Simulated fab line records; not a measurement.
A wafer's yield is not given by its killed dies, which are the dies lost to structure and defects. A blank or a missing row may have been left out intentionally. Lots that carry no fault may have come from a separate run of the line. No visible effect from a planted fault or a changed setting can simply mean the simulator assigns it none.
Matching of chambers	flow n5 finfet	N5_DUMMY_GATE_ALD_02 on ald sin-03: 4 sister chambers
The step deposits SiO2, target thk 2 nm, pulse time 1 s. 8 wafers are shown with their chamber, then 12 later ones without.

WAFERS, EACH WITH ITS CHAMBER
wafer	chamber	heater power w (W)	precursor pulse height rel
L083.4	0	571	1.018
L083.6	2	503	1.012
L086.1	0	576	1.030
L086.2	1	503	1.029
L086.4	3	525	0.999
L089.1	2	508	0.984
L089.2	3	514	0.969
L089.3	1	498	1.007

WAFERS WITHOUT THEIR CHAMBER
wafer	heater power w (W)	precursor pulse height rel
L089.4	590	1.009
L089.5	564	1.024
L089.6	509	0.999
L093.1	531	1.022
L093.5	520	1.016
L093.6	519	1.004
L095.1	574	0.993
L095.2	537	1.022
L095.4	508	0.962
L097.2	510	0.964
L097.3	503	0.979
L097.6	517	1.008

EACH ONE'S CHAMBER
wafer	from the rows above	in truth
L089.4	0	0
L089.5	0	0
L089.6	can't be placed: 2 or 1 or 3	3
L093.1	3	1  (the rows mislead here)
L093.5	can't be placed: 3 or 2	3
L093.6	can't be placed: 3 or 2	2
L095.1	0	0
L095.2	3	3
L095.4	can't be placed: 2 or 3 or 1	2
L097.2	can't be placed: 2 or 3 or 1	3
L097.3	can't be placed: 2 or 1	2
L097.6	can't be placed: 3 or 2 or 1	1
4 of 12 placed correctly. From these rows, 7 cannot be placed; in 7 the true chamber is one of the candidates. Number placed wrongly: 1.
How it was worked out, from the rows above alone: a wafer's distance from a chamber is the root of the sum, over the readings, of the square of ((its reading less the chamber's mean) divided by the reading's scatter). The wafer belongs to the nearest chamber; if the next one is less than 2 further off, it can't be placed. The mean given for a chamber averages the wafers shown for that chamber. The scatter: the root of (the sum of the squares of (reading less its chamber's mean) over the shown wafers, divided by (wafers less chambers)).
